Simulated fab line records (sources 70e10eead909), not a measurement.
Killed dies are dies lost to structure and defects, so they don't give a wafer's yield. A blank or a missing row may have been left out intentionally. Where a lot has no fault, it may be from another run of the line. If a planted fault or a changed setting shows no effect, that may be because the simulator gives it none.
The tool behind it: which one? ; flow nandHarc ; Sampling: 14 lots, 42 wafers, 4 of 1302 route steps

WHAT THE GAUGES SHOWED, per wafer
NHARC_END_SORT_01.
lot;measured;on;killedAtArray;killedAtOther;killedAtPeriphery;killedDies;killedOpen;killedShort
L229;day 32 01:14;prober-01;138 135 138;0 1 2;1 13 3;139 149 143;2 1 2;3 3 2
L232;day 33 04:16;prober-02;172 168 167;4 1 1;1 0 1;177 169 169;4 1 1;1 0 0

WHAT TOOL EACH LOT RAN ON (gives the tool, then ch and the chambers of the sampled wafers, and finally the start)
lot;NHARC_A_STAIRCASE_STRIP_255;NHARC_THIN_TSV_ETCH_44;NHARC_THIN_TSV_DEP_47
L212;wetBench-01 ch 1,4,6, day 16 00:32;rieDiel-09 ch 1,3, day 23 13:39;pecvd-02 ch 0,1,2, day 23 15:20
L211;wetBench-09 ch 2,3,5, day 16 23:10;rieDiel-13 ch 0,3, day 24 06:19;pecvd-02 ch 1,2, day 24 07:58
L213;wetBench-09 ch 4,5,6, day 17 06:15;rieDiel-13 ch 1,2,3, day 25 07:08;pecvd-03 ch 0,1,2, day 25 08:40
L215;wetBench-01 ch 0,1,3, day 17 21:01;rieDiel-09 ch 1,2, day 25 00:23;pecvd-01 ch 0,2, day 25 02:11
L217;wetBench-04 ch 3,5,7, day 18 13:07;rieDiel-13 ch 0,1,2, day 25 21:50;pecvd-01 ch 0,1,2, day 25 23:21
L219;wetBench-01 ch 1,4,5, day 19 12:12;rieDiel-13 ch 0,2,3, day 27 03:56;pecvd-02 ch 0,1, day 27 05:32
L218;wetBench-09 ch 2,3,4, day 19 16:51;rieDiel-12 ch 0,1, day 27 07:56;pecvd-03 ch 0,1, day 27 09:31
L220;wetBench-04 ch 0,1,5, day 20 06:41;rieDiel-12 ch 0,2,3, day 27 17:18;pecvd-03 ch 0,1,2, day 27 18:47
L222;wetBench-09 ch 3,4,7, day 21 03:06;rieDiel-13 ch 0,1,2, day 29 03:57;pecvd-02 ch 1,2, day 29 05:32
L224;wetBench-09 ch 1,4,7, day 21 05:01;rieDiel-12 ch 1,3, day 29 02:42;pecvd-02 ch 0,2, day 29 04:14
L223;wetBench-04 ch 1,2,6, day 21 06:44;rieDiel-13 ch 0,1,2, day 28 20:17;pecvd-01 ch 1,2, day 28 21:46
L229;wetBench-04 ch 4,6,7, day 23 17:39;rieDiel-13 ch 1,2, day 31 07:01;pecvd-02 ch 0,1,2, day 31 08:59
L232;wetBench-04 ch 4,6,7, day 24 19:04;rieDiel-13 ch 1,2,3, day 32 12:17;pecvd-01 ch 0,1, day 32 13:49
L233;wetBench-09 ch 2,3,4, day 25 08:23;rieDiel-09 ch 0,1,2, day 32 17:41;pecvd-01 ch 0,1,2, day 32 19:16
- NHARC_A_STAIRCASE_STRIP_255: strips in SPM, time 900 s.
- NHARC_THIN_TSV_ETCH_44: etches the open film in CF4/O2, target depth 1594.2 nm, time 797.1 s.
- NHARC_THIN_TSV_DEP_47: deposits SiO2, target thk 200 nm.

WHAT THE TOOLS THEMSELVES READ (means of the sampled wafers that have a number; where no wafer has one, the mark that the record gives instead)
NHARC_A_STAIRCASE_STRIP_255.
lot;tool;bathHeatDutyPct (%)
L212;wetBench-01;16.6
L211;wetBench-09;15.3
L213;wetBench-09;14.7
L215;wetBench-01;14.6
L217;wetBench-04;15.4
L219;wetBench-01;15.2
L218;wetBench-09;16.3
L220;wetBench-04;15.0
L222;wetBench-09;14.0
L224;wetBench-09;15.8
L223;wetBench-04;14.7
L229;wetBench-04;13.7
L232;wetBench-04;13.4
L233;wetBench-09;15.5

NHARC_THIN_TSV_ETCH_44.
lot;tool;drypumpMotorCurrentA (A);oesProductAu (a.u.);rfVppV (V);showerheadPlenumPTorr (Torr);throttleValvePct (%)
L212;rieDiel-09;5.5;1.003;790;1.75;16.917
L211;rieDiel-13;6.1;0.990;791;1.78;16.913
L213;rieDiel-13;5.4;0.998;793;1.81;16.903
L215;rieDiel-09;5.6;1.003;795;1.83;16.913
L217;rieDiel-13;5.6;0.998;793;1.81;16.922
L219;rieDiel-13;5.8;0.997;794;1.81;16.911
L218;rieDiel-12;5.5;1.000;788;1.74;16.914
L220;rieDiel-12;5.8;1.004;794;1.84;16.919
L222;rieDiel-13;5.6;1.006;792;1.81;16.913
L224;rieDiel-12;5.7;0.993;795;1.83;16.921
L223;rieDiel-13;5.6;0.996;793;1.81;16.923
L229;rieDiel-13;5.3;0.996;795;1.84;16.913
L232;rieDiel-13;5.4;0.990;793;1.81;16.916
L233;rieDiel-09;5.8;1.000;795;1.84;16.909

NHARC_THIN_TSV_DEP_47.
lot;tool;throttleValvePct (%)
L212;pecvd-02;15.7
L211;pecvd-02;15.4
L213;pecvd-03;16.3
L215;pecvd-01;15.8
L217;pecvd-01;15.8
L219;pecvd-02;15.5
L218;pecvd-03;16.2
L220;pecvd-03;16.5
L222;pecvd-02;15.4
L224;pecvd-02;15.7
L223;pecvd-01;16.0
L229;pecvd-02;15.8
L232;pecvd-01;15.9
L233;pecvd-01;15.7

THE ANSWER, worked out from the rows above alone
Rule: the lots themselves supply what counts as usual. The widest of any qualifying gaps counts: lots, ordered by their means at a reading, are off when they make up no more than a third of the lots, leave a main group of 4 or more, and stand apart from it by 3 or more times the standard deviation of that group's means. The tables above print the reading to a certain number of digits; a main group whose means all agree to those digits is not used. Also off: a lot with no number at a reading for which 4 or more lots have one. The other lots that the step has rows for count as sound. Order of review: gauges by route order, followed by the tools' own readings, for which a lot's mean as printed above is used. At the first step where some lot is off, the reading lying furthest off is the one used; lots without a number count as furthest.
Across all readings shown, no lot is off: no conclusion can be drawn from this.

WHAT HAD BEEN PUT IN BY THE SIMULATOR
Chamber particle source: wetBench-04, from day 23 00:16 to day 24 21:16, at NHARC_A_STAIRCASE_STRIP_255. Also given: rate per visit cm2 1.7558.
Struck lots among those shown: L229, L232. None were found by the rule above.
